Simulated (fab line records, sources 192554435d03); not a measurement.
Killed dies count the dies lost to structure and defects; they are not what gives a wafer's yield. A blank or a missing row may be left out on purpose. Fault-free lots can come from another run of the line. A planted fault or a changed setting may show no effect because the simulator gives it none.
Which of the tools did it? ; flow n5 finfet ; 12 lots, 36 wafers sampled, at 1 step of a route of 1938

## WHAT EACH GAUGE READ, for each wafer
N5_BEOL_M2_RS_MEAS_58: a four-point-probe measurement.
lot;measured;on;M2_RS (ohm/sq)
L075;day 7 18:30;film metro-02;0.68 0.66 0.72
L078;day 8 01:37;film metro-02;0.65 0.67 0.65
L077;day 8 13:55;film metro-01;0.62 0.61 0.66
L081;day 8 22:04;film metro-01;0.68 0.66 0.74
L083;day 9 18:40;film metro-01;0.69 0.63 0.66
L085;day 10 00:32;film metro-01;0.73 0.71 0.64
L087;day 10 14:26;film metro-01;0.73 0.65 0.68
L089;day 11 00:04;film metro-01;0.67 0.62 0.64
L091;day 11 13:49;film metro-02;0.66 0.66 0.66
L094;day 12 08:36;film metro-02;0.70 0.66 0.71
L095;day 12 16:02;film metro-01;0.68 0.68 0.73
L097;day 12 23:12;film metro-01;0.66 0.69 0.68

## WHAT TOOL EACH LOT RAN ON (gives the tool, then ch and the chambers of the sampled wafers, and finally the start)
The record holds no process step before these readings.

## THE ANSWER, worked out from the rows above alone
Rule: usual is defined by the lots themselves. The widest of any qualifying gaps counts: lots, ordered by their means at a reading, are off when they make up no more than a third of the lots, leave a main group of 4 or more, and stand apart from it by 3 or more times the standard deviation of that group's means. If all means in a main group match to the digits the tables above print for the reading, that group is not used. Also off: a lot with no number at a reading for which 4 or more lots have one. Where the step has rows for the other lots, those lots are counted as sound.
No lot is off at any reading shown: from this, nothing can be told.

## WHAT THE SIMULATOR PUT IN
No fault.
